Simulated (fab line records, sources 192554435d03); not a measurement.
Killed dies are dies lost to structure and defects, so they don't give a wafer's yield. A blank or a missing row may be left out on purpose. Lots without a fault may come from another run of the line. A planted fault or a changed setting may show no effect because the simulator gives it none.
Chamber matching | flow n5_finfet | N5_BEOL_M2_STRIP_19 on rie_diel-02: 4 sister chambers
The step strips in O2. 18 wafers are shown with their chamber, then 9 later ones without.

WAFERS WITH THEIR CHAMBER
wafer  | chamber | throttle_valve_pct (%) | showerhead_plenum_p_Torr (Torr) | oes_product_au (a.u.)
L076.2 | 0       | 16.92                  | 1.98                            | 0.67
L076.3 | 2       | 16.78                  | 2.11                            | 0.81
L076.6 | 2       | 16.76                  | 2.11                            | 0.80
L077.3 | 1       | 16.46                  | 2.06                            | 0.95
L077.4 | 3       | 16.37                  | 2.23                            | 0.90
L077.6 | 3       | 16.36                  | 2.23                            | 0.90
L079.1 | 0       | 16.94                  | 1.97                            | 0.66
L079.5 | 3       | 16.36                  | 2.22                            | 0.90
L079.6 | 0       | 16.96                  | 1.97                            | 0.67
L080.1 | 3       | 16.40                  | 2.22                            | 0.89
L080.4 | 1       | 16.48                  | 2.06                            | 0.93
L080.6 | 2       | 16.80                  | 2.11                            | 0.78
L081.4 | 2       | 16.82                  | 2.11                            | 0.79
L081.5 | 0       | 16.49                  | 2.24                            | 0.96
L081.6 | 3       | 16.40                  | 2.22                            | 0.88
L083.1 | 3       | 16.41                  | 2.22                            | 0.88
L083.2 | 2       | 16.81                  | 2.11                            | 0.78
L083.4 | 0       | 16.47                  | 2.24                            | 0.95

SIGNATURES (means of the wafers above)
reading                  | chamber 0 | chamber 1 | chamber 2 | chamber 3 | scatter within a chamber
throttle_valve_pct       | 16.7560   | 16.4700   | 16.7940   | 16.3833   | 0.136
showerhead_plenum_p_Torr | 2.0800    | 2.0600    | 2.1100    | 2.2233    | 0.0782
oes_product_au           | 0.7820    | 0.9400    | 0.7920    | 0.8917    | 0.085
Rule: a wafer's distance from a chamber is the root of the sum, over the readings, of the square of ((its reading less the chamber's mean) divided by the reading's scatter). The wafer belongs to the nearest chamber; if the next one is less than 2 further off, it can't be placed. The scatter: the root of (the sum of the squares of (reading less its chamber's mean) over the shown wafers, divided by (wafers less chambers)).

WAFERS WITHOUT THEIR CHAMBER
wafer  | throttle_valve_pct (%) | showerhead_plenum_p_Torr (Torr) | oes_product_au (a.u.)
L085.2 | 16.42                  | 2.22                            | 0.88
L085.3 | 16.48                  | 2.23                            | 0.93
L085.4 | 16.83                  | 2.10                            | 0.77
L094.1 | 16.85                  | 2.10                            | 0.78
L094.2 | 16.51                  | 2.05                            | 0.89
L094.6 | 16.84                  | 2.10                            | 0.78
L097.1 | 16.85                  | 2.10                            | 0.77
L097.2 | 16.44                  | 2.21                            | 0.85
L097.5 | 16.54                  | 2.05                            | 0.88

WHICH CHAMBER EACH WENT THROUGH
wafer  | from the rows above               | in truth
L085.2 | can't be placed: 3 or 1           | 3
L085.3 | can't be placed: 3 or 1           | 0
L085.4 | can't be placed: 2 or 0           | 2
L094.1 | can't be placed: 2 or 0           | 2
L094.2 | can't be placed: 1 or 0 or 3 or 2 | 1
L094.6 | can't be placed: 2 or 0           | 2
L097.1 | can't be placed: 2 or 0           | 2
L097.2 | can't be placed: 3 or 1           | 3
L097.5 | can't be placed: 1 or 0 or 2 or 3 | 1
Placed correctly: 0 of 9. Can't be placed from these rows: 9 (the true chamber is among the candidates in 8). Placed wrongly: 0.
